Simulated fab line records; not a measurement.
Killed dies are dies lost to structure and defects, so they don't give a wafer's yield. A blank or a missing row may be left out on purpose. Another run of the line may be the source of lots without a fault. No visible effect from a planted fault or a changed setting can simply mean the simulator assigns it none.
Split-lot experiment + flow n5 finfet + route with 1938 steps; 7 lots, 21 wafers read

## THE SPLIT
At N5_BEOL_M1_DESCUM_33 (chemistry O2, time 7 s), the setting time s was moved away from the recipe's 7 s on 7 of the 21 wafers read, by -20.4% to +14.1%. This setting was run at the recipe's value on the other wafers.

## FROM THE SPLIT TO THE READING: what the file shows between them, 3 steps
- N5_BEOL_M1_ETCH_77: etches underlayer in N2/H2, target depth 6.5 nm, time 5.2 s
- N5_BEOL_M1_ETCH_69: etches SiARC in CF4, target depth 15.6 nm, time 26 s
- N5_BEOL_M1_ALD_98: deposits SiO2, target thk 2.5 nm, pulse time 1 s, co reactant pulse time 1 s

## THE READING
CAR-EUV_of_BEOL_M1_COAT_22.thk nm (the simulator's own value, which no gauge read), in nm, at N5_BEOL_M1_ETCHBACK_99 (etches SiO2 in CHF3, target depth 5 nm, time 10.4 s). The file gives no usual value for it. The 14 wafers here that ran the recipe average 10.4 nm, standard deviation 0.15 nm.

| wafer  | tool, chamber at the split | time s as run, s | against the recipe | CAR-EUV_of_BEOL_M1_COAT_22.thk nm, nm | against lot-mates on the recipe |
|--------|----------------------------|------------------|--------------------|---------------------------------------|---------------------------------|
| L074.3 | rie diel-03, 0,1           | 7                | recipe             | 10.6                                  | -                               |
| L074.4 | rie diel-03, 2             | 5.571            | -20.4%             | 11.2                                  | +0.7                            |
| L074.5 | rie diel-03, 0,1           | 7                | recipe             | 10.4                                  | -                               |
| L076.1 | rie diel-03, 1,3           | 7.766            | +10.9%             | 10                                    | -0.2                            |
| L076.6 | rie diel-03, 1,3           | 7.766            | +10.9%             | 10                                    | -0.2                            |
| L076.4 | rie diel-03, 2             | 7                | recipe             | 10.2                                  | -                               |
| L080.2 | rie diel-02, 2             | 7.722            | +10.3%             | 10                                    | -0.4                            |
| L080.6 | rie diel-02, 1             | 7.722            | +10.3%             | 10                                    | -0.4                            |
| L080.5 | rie diel-02, 2             | 7                | recipe             | 10.4                                  | -                               |
| L081.3 | rie diel-02, 3,2           | 7                | recipe             | 10.6                                  | -                               |
| L081.4 | rie diel-02, 3,2           | 7                | recipe             | 10.6                                  | -                               |
| L081.6 | rie diel-02, 0             | 6.511            | -7.0%              | 10.6                                  | +0.0                            |
| L088.1 | rie diel-02, 3,0           | 7                | recipe             | 10.2                                  | -                               |
| L088.2 | rie diel-02, 3,0           | 7                | recipe             | 10.2                                  | -                               |
| L088.5 | rie diel-02, 0             | 7                | recipe             | 10.2                                  | -                               |
| L090.1 | rie diel-02, 2,0,2         | 7                | recipe             | 10.4                                  | -                               |
| L090.6 | rie diel-02, 2,0,2         | 7                | recipe             | 10.4                                  | -                               |
| L090.4 | rie diel-02, 2,0,2         | 7                | recipe             | 10.2                                  | -                               |
| L097.1 | rie diel-06, 2             | 7                | recipe             | 10.4                                  | -                               |
| L097.2 | rie diel-06, 0             | 7                | recipe             | 10.4                                  | -                               |
| L097.5 | rie diel-06, 1             | 7.984            | +14.1%             | 9.8                                   | -0.6                            |
If several chambers appear in one row, that row covers several wafers at once and the file leaves open which wafer was in which chamber.

THE FIT
A straight line over all 21 wafers: CAR-EUV_of_BEOL_M1_COAT_22.thk nm changes by -0.0381 nm for each +1% of time s; r = -0.91; the points scatter about the line by 0.13 nm.
The same after taking each lot's own level away (the mean of its wafers on the recipe; 21 wafers): -0.0315 nm for each +1%; r = -0.93; scatter 0.096 nm.
According to that fit, moving time s by its largest amount changes the reading by 0.64 nm.
From 10.20 to 10.60 nm: that is the span of the lots' own levels, equal to 2.7 times the standard deviation above.
So the lot-to-lot level changes the slope: the two fits differ.
Check: with one of the wafers moved furthest among these (-20.4%) left out of the fit, the line predicts +0.57 nm for it against its lot-mates. Against them it came out at +0.7 nm.

## OTHER SPLITS APPLIED TO THESE WAFERS
These wafers also went through other splits before the reading. Each is held against what the fit with the lots' levels taken away leaves over:
| other split on the same wafers | wafers away from the commonest value | r with CAR-EUV_of_BEOL_M1_COAT_22.thk nm (lot level and that fit taken away) |
|--------------------------------|--------------------------------------|------------------------------------------------------------------------------|
| N5_SDB_COAT_05 spin rpm        | 8                                    | -0.20                                                                        |
| N5_HKMG_FIN_PEB_10 peb time s  | 7                                    | -0.42                                                                        |
| N5_HKMG_FIN_DESCUM_17 time s   | 8                                    | -0.05                                                                        |
| N5_GATE_CUT_ALD_22 ald cycles  | 7                                    | +0.47                                                                        |
| N5_BEOL_M0_ETCH_138 source w   | 4                                    | +0.07                                                                        |

## THE WHOLE CHAIN: every reading that the file lists as answering this split, in the file's order
| step                   | what it does                                                | reading                                                                            | change (the file's fit)                | r (the file's) |
|------------------------|-------------------------------------------------------------|------------------------------------------------------------------------------------|----------------------------------------|----------------|
| N5_BEOL_M1_DESCUM_33   | chemistry O2, time 7 s                                      | CAR-EUV_of_BEOL_M1_COAT_22.thk nm (the simulator's own value, which no gauge read) | -0.0386 nm for each +1% of the setting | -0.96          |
| N5_BEOL_M1_ETCH_77     | etches underlayer in N2/H2, target depth 6.5 nm, time 5.2 s | CAR-EUV_of_BEOL_M1_COAT_22.thk nm (the simulator's own value, which no gauge read) | -0.0378 nm for each +1% of the setting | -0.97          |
| N5_BEOL_M1_ETCH_69     | etches SiARC in CF4, target depth 15.6 nm, time 26 s        | CAR-EUV_of_BEOL_M1_COAT_22.thk nm (the simulator's own value, which no gauge read) | -0.0362 nm for each +1% of the setting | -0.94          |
| N5_BEOL_M1_ETCHBACK_99 | etches SiO2 in CHF3, target depth 5 nm, time 10.4 s         | CAR-EUV_of_BEOL_M1_COAT_22.thk nm (the simulator's own value, which no gauge read) | -0.0327 nm for each +1% of the setting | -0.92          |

## FILE'S OWN FIT
CAR-EUV_of_BEOL_M1_COAT_22.thk nm changes by -0.0327 nm for each +1% of time s, r = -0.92.
